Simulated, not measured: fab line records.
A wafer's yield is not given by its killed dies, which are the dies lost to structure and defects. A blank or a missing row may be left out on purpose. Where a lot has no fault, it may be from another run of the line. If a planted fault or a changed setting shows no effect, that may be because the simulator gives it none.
Struck lot and sound lot, side by side / flow nand harc / 41 out of 1159 route steps
Sound: these wafers, L410.2, L410.3, L410.5. Struck: wafer L402.5. (L402.3, L402.4 of the same lot were not struck and are left out.) The cause comes at the end.
Order at every step that has rows: each side's tool, ch and its chambers, its first start. Under that, the readings that differ: sound wafers / struck wafers / difference of the means / sigmas: that difference in standard deviations of wafers without a fault.
alike: readings with means less than 2 such deviations apart, plus words and numbers identical on both sides. not compared: withheld readings, readings lacking a value on some wafer, bounds such as >300 that could conceal the same value, and numbers that have no deviation in the record and whose values overlap.
Wherever a step has rows on one side only, a row that says differs or no value, or a row with sigmas, the two part there. Numbers that don't overlap but have no deviation are shown without sigmas and don't part them. Lack of a reading on every wafer of one side parts them only where that side has two or more wafers.

first, 1 step without rows for these wafers: NHARC_P_STI_DEVELOP_08 (time 50 s).
NHARC_P_STI_CD_MEAS_09 targets a cd of 200 nm.
  sound on cd sem-01 ch 0, day 5 23:14; struck on cd sem-03 ch 0, day 3 22:56
  alike: cd nm
NHARC_P_STI_OVL_MEAS_10:
  sound on overlay-02 at day 5 23:19; struck on overlay-02 at day 3 23:02
  alike: overlay x nm, overlay y nm
NHARC_P_STI_INSPECT_11:
  sound on defect inspect-01 at day 5 23:22; struck on defect inspect-02 at day 3 23:04
  alike: raw defect count
then, 1 step without rows for these wafers: NHARC_P_STI_HARDBAKE_13 (time 65 s).
NHARC_P_STI_DESCUM_14: chemistry O2, time 3 s.
  sound on rie diel-12 ch 0,2, day 5 23:29; struck on rie diel-04 ch 1, day 3 23:13
  alike: drypump motor current A, oes product au, rf vpp V, showerhead plenum p Torr, throttle valve pct
  not compared: rf hours counter h
NHARC_P_STI_ETCH_42: etches the open film in N2/H2, target depth 80 nm, overetch 24 nm, time 61 s.
  sound on rie diel-12 ch 0,3, day 5 23:52; struck on rie diel-04 ch 2, day 3 23:17
reading=showerhead plenum p Torr (Torr); sound=2.14 2.05 2.14; struck=1.91; difference=-0.20; sigmas=-3
  alike: drypump motor current A, oes product au, rf vpp V, throttle valve pct
  not compared: rf hours counter h
NHARC_P_STI_ETCH_31: etches the open film in CF4/CHF3, target depth 108.9 nm, time 54.5 s.
  sound: rie diel-12 ch 1,2,3; struck: rie diel-04 ch 0
  alike: drypump motor current A, oes product au, rf vpp V, showerhead plenum p Torr, throttle valve pct
  not compared: rf hours counter h
NHARC_P_STI_ETCH_15: etches the open film in HBr/Cl2, target depth 300 nm, time 100.1 s.
  sound on rie si-05 ch 0,1,3, day 6 00:05; struck on rie si-05 ch 3, day 3 23:28
  alike: drypump motor current A, oes product au, throttle valve pct
  not compared: rf hours counter h
NHARC_P_STI_CD_MEAS_16:
  sound on cd sem-02 at day 6 00:13; struck on cd sem-02 at day 3 23:38
  alike: cd nm
NHARC_P_STI_OCD_MEAS_17:
  sound on ocd-02 at day 6 00:19; struck on ocd-02 at day 3 23:43
  alike: trench depth nm, trench foot cd nm
then, 1 step without rows for these wafers: NHARC_P_STI_STRIP_19 (strips in SPM, time 900 s).
NHARC_P_STI_PRECLEAN_32: cleans in SC1.
  sound on wet bench-07 ch 1,2,3, day 6 00:25; struck on wet bench-03 ch 0,4,7, day 3 23:50
following that, these wafers have no rows for 1 step: NHARC_P_STI_SRD_23.
NHARC_P_STI_OCD_MEAS_43:
  sound on ocd-01 at day 6 00:49; struck on ocd-01 at day 4 00:14
  alike: trench depth nm, trench foot cd nm
then, 3 steps without rows for these wafers: NHARC_P_STI_OXIDE_33 (material SiO2, target thk 10 nm, ox time 281 s); NHARC_P_STI_HDPCVD_20 (deposits SiO2); NHARC_P_STI_ANNEAL_34 (time 1800 s).
NHARC_P_STI_CMP_21: polishes, t overpolish 20 s, target thk 380.67 nm.
  sound on cmp-04 ch 0,1,2, day 6 19:58; struck on cmp-04 ch 2, day 4 14:04
  alike: motor current A, overpolish run s
then, 19 steps without rows for these wafers: NHARC_P_STI_SRD_35; NHARC_P_STI_ETCH_36 (etches SiO2 in dHF, target depth 38.8 nm); NHARC_P_STI_STRIP_24 (strips Si3N4 in H3PO4); NHARC_P_STI_ETCH_37 (etches SiO2 in dHF, target depth 11 nm); NHARC_P_STI_PRECLEAN_38 (cleans in SC1); NHARC_P_STI_SRD_39; NHARC_P_STI_OXIDE_40 (material SiO2, target thk 10 nm, ox time 1362 s); NHARC_P_GATE_ETCH_69 (etches SiO2 in dHF, target depth 14 nm); NHARC_P_GATE_PRECLEAN_70 (cleans in SC1); NHARC_P_GATE_SRD_01; NHARC_P_GATE_OXIDE_02 (material SiO2, target thk 37.5 nm, ox time 365 s); NHARC_P_GATE_DEHYDRATE_03 (time 120 s); NHARC_P_GATE_HMDS_04 (time 30 s); NHARC_P_GATE_COAT_05; NHARC_P_GATE_SOFTBAKE_06 (time 95 s); NHARC_P_GATE_EBR_07; NHARC_P_GATE_EXPOSE_08 (exposes mask P HV); NHARC_P_GATE_PEB_09 (peb time 85 s); NHARC_P_GATE_DEVELOP_10 (time 70 s).
NHARC_P_GATE_CD_MEAS_11 targets a cd of 1640 nm.
  sound on cd sem-03 ch 0, day 7 14:22; struck on cd sem-03 ch 0, day 5 06:41
  alike: cd nm
then, 1 step without rows for these wafers: NHARC_P_GATE_HARDBAKE_12 (time 80 s).
-- record jumps: 16 days between struck wafers' starts before vs after; left off in module P_GATE, resumes in module END, first step shown is number 1159 of the route --
NHARC_END_SORT_01:
  at this point the record logs the struck wafers (prober-01 ch 0, day 21 03:26) and has no rows for the sound ones

## WHERE THEY PART
At NHARC_P_STI_ETCH_42 first; at NHARC_END_SORT_01 last (within this record only).

WHY: what had been put in by the simulator
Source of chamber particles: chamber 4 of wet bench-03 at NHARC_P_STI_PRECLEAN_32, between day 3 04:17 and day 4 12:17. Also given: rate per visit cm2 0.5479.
